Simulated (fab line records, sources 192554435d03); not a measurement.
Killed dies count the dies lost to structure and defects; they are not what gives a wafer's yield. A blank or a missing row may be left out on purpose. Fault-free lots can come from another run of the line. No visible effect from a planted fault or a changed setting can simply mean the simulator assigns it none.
What tool caused it? / flow n5Finfet / 11 lots, 33 wafers sampled, at 1 step of a route of 1938

## WHAT THE GAUGES SHOWED, per wafer
N5_SD_EPI_N_OVL_MEAS_10.
lot=L320; measured=day 3 02:44; on=overlay-02; SD_N_BLK_OVL (nm)=-1.4 0.8 -0.2
lot=L321; measured=day 3 08:51; on=overlay-02; SD_N_BLK_OVL (nm)=-0.1 -1.2 -0.6
lot=L324; measured=day 4 00:55; on=overlay-02; SD_N_BLK_OVL (nm)=0.0 -1.3 0.8
lot=L328; measured=day 5 04:20; on=overlay-02; SD_N_BLK_OVL (nm)=-0.9 -0.6 -1.2
lot=L331; measured=day 5 19:19; on=overlay-01; SD_N_BLK_OVL (nm)=-0.2 -0.4 -0.3
lot=L332; measured=day 5 23:59; on=overlay-01; SD_N_BLK_OVL (nm)=0.0 0.5 0.2
lot=L333; measured=day 6 06:08; on=overlay-02; SD_N_BLK_OVL (nm)=0.5 -0.2 -1.7
lot=L335; measured=day 6 19:31; on=overlay-01; SD_N_BLK_OVL (nm)=-0.8 -1.4 -1.3
lot=L336; measured=day 6 22:50; on=overlay-02; SD_N_BLK_OVL (nm)=0.0 -0.9 -0.5
lot=L337; measured=day 7 06:55; on=overlay-01; SD_N_BLK_OVL (nm)=-0.9 -0.3 -0.4
lot=L341; measured=day 8 12:05; on=overlay-01; SD_N_BLK_OVL (nm)=-0.5 0.9 -1.1

## TOOL THAT RAN EACH LOT (tool first, then ch and the chambers of the sampled wafers, then the start)
Record: no process step prior to these readings.

## THE ANSWER, worked out from the rows above alone
Rule: usual is defined by the lots themselves. The widest of any qualifying gaps counts: lots, ordered by their means at a reading, are off when they make up no more than a third of the lots, leave a main group of 4 or more, and stand apart from it by 3 or more times the standard deviation of that group's means. The tables above print the reading to a certain number of digits; a main group whose means all agree to those digits is not used. A lot without any number at a reading at which 4 lots or more have one is off too. Where the step has rows for the other lots, those lots are counted as sound.
Nothing can be told from this: no lot is off at any reading shown.

## WHAT THE SIMULATOR PUT IN
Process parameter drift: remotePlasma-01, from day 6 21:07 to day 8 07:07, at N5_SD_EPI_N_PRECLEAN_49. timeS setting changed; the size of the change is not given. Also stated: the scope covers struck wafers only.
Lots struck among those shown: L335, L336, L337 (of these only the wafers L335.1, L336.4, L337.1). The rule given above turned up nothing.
